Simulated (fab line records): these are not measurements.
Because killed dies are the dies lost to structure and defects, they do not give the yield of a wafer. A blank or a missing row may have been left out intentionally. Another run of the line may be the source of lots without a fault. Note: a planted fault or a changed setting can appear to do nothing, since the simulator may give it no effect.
Struck lot and sound lot, side by side :: flow n5Finfet :: 16 steps out of a route of 1938
Sound: the wafers L819.2, L819.5, L819.6. Struck: wafers L818.2, L818.4 (left out: L818.3, a lot-mate that was not struck); the cause follows at the end.
At each step with rows: each side's tool, then ch and its chambers, then its first start. Under that, the readings that differ: sound wafers :: struck wafers :: difference of the means :: sigmas: that difference in standard deviations of wafers without a fault.
alike: words and numbers the same on both sides, and readings whose means are apart by under 2 such deviations; not compared: readings that were withheld, readings missing a value for some wafer, numbers with overlapping values and no deviation given by the record, and bounds like >300 which may hide the same value.
Wherever a step has rows on one side only, a row that says differs or no value, or a row with sigmas, the two part there. Numbers that don't overlap but have no deviation are shown without sigmas and don't part them. A reading that every wafer of one side lacks parts them only if that side has two wafers or more.

first, 3 steps without rows for these wafers: N5_BEOL_M5_ANNEAL_89 (time 1800 s); N5_BEOL_M5_SPUTTER_90 (material Cu, target thk 4.5 nm, time 8.29 s); N5_BEOL_M5_ECD_50 (material Cu, target thk 300 nm).
N5_BEOL_M5_ANNEAL_51: time 90 s.
  sound on rtpAnneal-01 ch 0, day 10 00:06; struck on rtpAnneal-02 ch 0, day 10 01:42
  alike: wafer_temp_C_max
N5_BEOL_M5_CMP_52: polishes, stops on SiCOH lowk, t overpolish 6.9 s, target thk 62 nm.
  sound on cmp-01 ch 1,2,3, day 10 00:28; struck on cmp-03 ch 2,3, day 10 01:57
reading: barrierFieldEndpointS (s)
sound: 25.3 26.4 24.8
struck: 23.7 24.0
difference: -1.6
sigmas: -3
  alike: motorCurrentA, overpolishRunS, timeToEndpointS
N5_BEOL_M5_THK_MEAS_53: measures by xrf.
  sound on filmMetro-02 at day 10 00:39; struck on filmMetro-01 at day 10 02:14
  alike: M5_THK
N5_BEOL_M5_PRE_CLEAN_77: time 15 s.
  sound on cvdCo-02 ch 1,2, day 10 00:41; struck on cvdCo-02 ch 0,2, day 10 02:19
  alike: heaterPowerW, rfFwdPowerW
  not compared: sinceWetCleanH
N5_BEOL_M5_CO_CAP_78: material Co, precursor CCTBA/H2, target thk 2 nm, time 102.1 s.
  sound on cvdCo-02 ch 1,2, day 10 00:44; struck on cvdCo-02 ch 0,2, day 10 02:21
  alike: heaterPowerW
  not compared: sinceWetCleanH
then, 1 step without rows for these wafers: N5_BEOL_M5_PRE_CLEAN_55 (time 15 s).
N5_BEOL_M5_DEP_56: deposits SiCN from 3MS/NH3, target thk 8 nm, time 14 s.
  sound on pecvd-01 ch 0,2, day 10 00:51; struck on pecvd-02 ch 1,2, day 10 02:29
  alike: rfFwdPowerW, showerheadPlenumPTorr, throttleValvePct
  not compared: sinceWetCleanH
N5_BEOL_M5_RS_MEAS_57: a four-point-probe measurement.
  sound on filmMetro-01 at day 10 00:56; struck on filmMetro-02 at day 10 02:34
  alike: M5_RS
N5_BEOL_M5_INSPECT_58: inspects for defects (darkfield).
  sound on defectInspect-02 at day 10 00:58; struck on defectInspect-02 at day 10 02:35
  alike: rawDefectCount
N5_BEOL_M6_ILD_DEP_00: deposits SiCOH lowk from DEMS/porogen, target thk 179.75 nm, time 33.4 s.
  sound on pecvd-04 ch 0,1, day 10 01:00; struck on pecvd-04 ch 0, day 10 02:38
reading: susceptorTempC (C)
sound: 299.84 299.95 300.07
struck: 296.83 296.52
difference: -3.28
sigmas: -17
  alike: heaterPowerW, rfFwdPowerW, showerheadPlenumPTorr, throttleValvePct
  not compared: sinceWetCleanH, model.SiCOH_lowk_of_BEOL_M6_ILD_DEP_00.thkNm
N5_BEOL_M6_CURE_74: cures SiCOH lowk, time 240 s.
  sound on uvCure-02 ch 2, day 10 01:10; struck on uvCure-03 ch 1, day 10 02:49
  alike: lampPowerPct, wafer_temp_C_max
  not compared: model.SiCOH_lowk_of_BEOL_M6_ILD_DEP_00.thkNm
N5_BEOL_M6_THK_MEAS_01:
  sound on filmMetro-02 at day 10 01:36; struck on filmMetro-02 at day 10 03:15
  alike: M6_ILD_THK
next, for these wafers, 1 step has no rows: N5_PASSIVATION_PROBE_49.

## WHERE THEY PART
Last at N5_BEOL_M6_ILD_DEP_00 as far as this record goes, first at N5_BEOL_M5_CMP_52. Later steps at which nothing parts them and some readings are alike: N5_BEOL_M6_CURE_74, N5_BEOL_M6_THK_MEAS_01.

WHY: the cause the simulator had injected
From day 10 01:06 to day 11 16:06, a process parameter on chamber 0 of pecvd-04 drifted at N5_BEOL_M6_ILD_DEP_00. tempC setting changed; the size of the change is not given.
